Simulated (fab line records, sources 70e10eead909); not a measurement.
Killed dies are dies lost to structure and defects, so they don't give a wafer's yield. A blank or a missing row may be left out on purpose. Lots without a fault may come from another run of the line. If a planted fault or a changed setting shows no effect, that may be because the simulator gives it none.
Matching of chambers	flow nandHarc	NHARC_A_STAIRCASE_DEP_301 on pecvd-01: 3 sister chambers
The step deposits SiON, target thk 30 nm. 18 wafers are shown with their chamber, then 9 later ones without.

== WAFERS WITH THEIR CHAMBER ==
wafer	chamber	heaterPowerW (W)
L504.1	0	744
L504.2	2	763
L504.4	0	726
L507.3	2	785
L507.4	0	695
L507.5	1	844
L513.1	2	779
L513.4	2	765
L513.6	1	819
L514.2	0	741
L514.3	2	813
L514.6	2	821
L521.2	0	711
L521.4	2	784
L521.5	1	764
L522.4	2	821
L522.5	1	769
L522.6	0	742

SIGNATURES (means of the wafers above)
reading	chamber 0	chamber 1	chamber 2	scatter within a chamber
heaterPowerW	726.50	799.00	791.38	26.5
Rule: for each reading, subtract the chamber's mean from the wafer's reading, divide by that reading's scatter and square the result; add these up over the readings and take the root, which gives the wafer's distance from the chamber. If the next closest chamber is less than 2 further off than the closest, the wafer can't be placed; otherwise it belongs to the closest. The scatter: the root of (the sum of the squares of (reading less its chamber's mean) over the shown wafers, divided by (wafers less chambers)).

== WAFERS WITH NO CHAMBER GIVEN ==
wafer	heaterPowerW (W)
L524.1	715
L524.2	768
L524.4	707
L523.3	811
L523.4	801
L523.5	729
L525.3	719
L525.5	743
L525.6	738

== THE CHAMBER EACH PASSED THROUGH ==
wafer	from the rows above	in truth
L524.1	0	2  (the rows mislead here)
L524.2	can't be placed: 2 or 1 or 0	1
L524.4	0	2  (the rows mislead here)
L523.3	can't be placed: 1 or 2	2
L523.4	can't be placed: 1 or 2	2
L523.5	0	0
L525.3	0	0
L525.5	can't be placed: 0 or 2 or 1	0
L525.6	can't be placed: 0 or 2 or 1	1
Placed correctly: 2 of 9. Unplaceable from these rows: 5, with the true chamber sitting among the candidates in 5. Placed wrongly: 2.
